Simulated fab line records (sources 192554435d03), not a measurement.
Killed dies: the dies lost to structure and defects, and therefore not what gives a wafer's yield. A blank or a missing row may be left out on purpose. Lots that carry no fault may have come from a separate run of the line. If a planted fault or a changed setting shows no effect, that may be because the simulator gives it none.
Split-lot study ; flow n5-finfet ; 21 wafers read across 7 lots, on a route 1938 steps long

THE SPLIT ITSELF
At N5_PASSIVATION_VIA_ETCH_13 (etches SiO2 in CHF3/O2, target depth 660 nm, time 330 s), the setting source-w was moved away from the recipe's 650 W on 9 of the 21 wafers read, by -15.8% to +5.5%. All remaining wafers had this setting at the recipe value.

The split's own step is where the reading is taken.

THE READING
rf-vpp-V, in V, at N5_PASSIVATION_VIA_ETCH_13 (etches SiO2 in CHF3/O2, target depth 660 nm, time 330 s). On this fab line, fault-free wafers typically give 526 V with a standard deviation of 9.3 V.

wafer;tool, chamber at the split;source-w as run, W;against the recipe;rf-vpp-V, V;against lot-mates on the recipe
L075.1;rie-diel-03, 3;650;recipe;516;-
L075.3;rie-diel-03, 0;650;recipe;530;-
L075.6;rie-diel-03, 2;591.3;-9.0%;545;+22
L076.4;rie-diel-02, 1;561.1;-13.7%;570;+44
L076.5;rie-diel-02, 1;561.1;-13.7%;570;+44
L076.6;rie-diel-02, 0;650;recipe;526;-
L084.1;rie-diel-03, 2;650;recipe;520;-
L084.2;rie-diel-03, 1;574.4;-11.6%;576;+56
L084.3;rie-diel-03, 0;574.4;-11.6%;564;+44
L087.1;rie-diel-03, 1;650;recipe;543;-
L087.2;rie-diel-03, 2;547.1;-15.8%;567;+24
L087.6;rie-diel-03, 0;547.1;-15.8%;577;+34
L090.1;rie-diel-03, 1;650;recipe;541;-
L090.3;rie-diel-03, 2;685.7;+5.5%;506;-35
L090.6;rie-diel-03, 0;685.7;+5.5%;517;-24
L092.2;rie-diel-02, 0;650;recipe;525;-
L092.3;rie-diel-02, 3;650;recipe;537;-
L092.6;rie-diel-02, 2;650;recipe;505;-
L097.1;rie-diel-01, 3;650;recipe;529;-
L097.5;rie-diel-01, 3;650;recipe;528;-
L097.6;rie-diel-01, 2;650;recipe;522;-

THE FIT
A straight line over all 21 wafers: rf-vpp-V changes by -3.05 V for each +1% of source-w; r = -0.92; the points scatter about the line by 9.4 V.
The same after taking each lot's own level away (the mean of its wafers on the recipe; 21 wafers): -3.07 V for each +1%; r = -0.89; scatter 11 V.
According to that fit, moving source-w by its largest amount changes the reading by 49 V.
The span of the lots' own levels, 520.0 to 543.0 V, comes to 2.5 times the standard deviation stated above.
So the lot-to-lot level changes the slope little: the two slopes agree.
Check: for one of the wafers moved furthest among these (-15.8%), held out of the fit, the line's prediction against its lot-mates is +52.3 V. It came out at +24 V against them.
Tool readings at the split's step, against how far the setting was moved: etch-rf-on-time-s r = -0.85; rf-vpp-V r = -0.92.

FURTHER SPLITS ON THESE WAFERS
These wafers also went through other splits before the reading. Each is held against what the fit with the lots' levels taken away leaves over:
other split on the same wafers;wafers away from the commonest value;r with rf-vpp-V (lot level and that fit taken away)
N5_MIM_BOT_LITHO_EXPOSE_05 dose-mj;11;-0.19

THE WHOLE CHAIN: every reading that the file lists as answering this split, in the file's order
step;what it does;reading;change (the file's fit);r (the file's)
N5_PASSIVATION_VIA_ETCH_13;etches SiO2 in CHF3/O2, target depth 660 nm, time 330 s;etch-rf-on-time-s;withheld for each +1% of the setting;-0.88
N5_PASSIVATION_VIA_ETCH_13;etches SiO2 in CHF3/O2, target depth 660 nm, time 330 s;rf-vpp-V;-2.92 V for each +1% of the setting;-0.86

FILE'S OWN FIT
rf-vpp-V changes by -2.92 V for each +1% of source-w, r = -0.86.
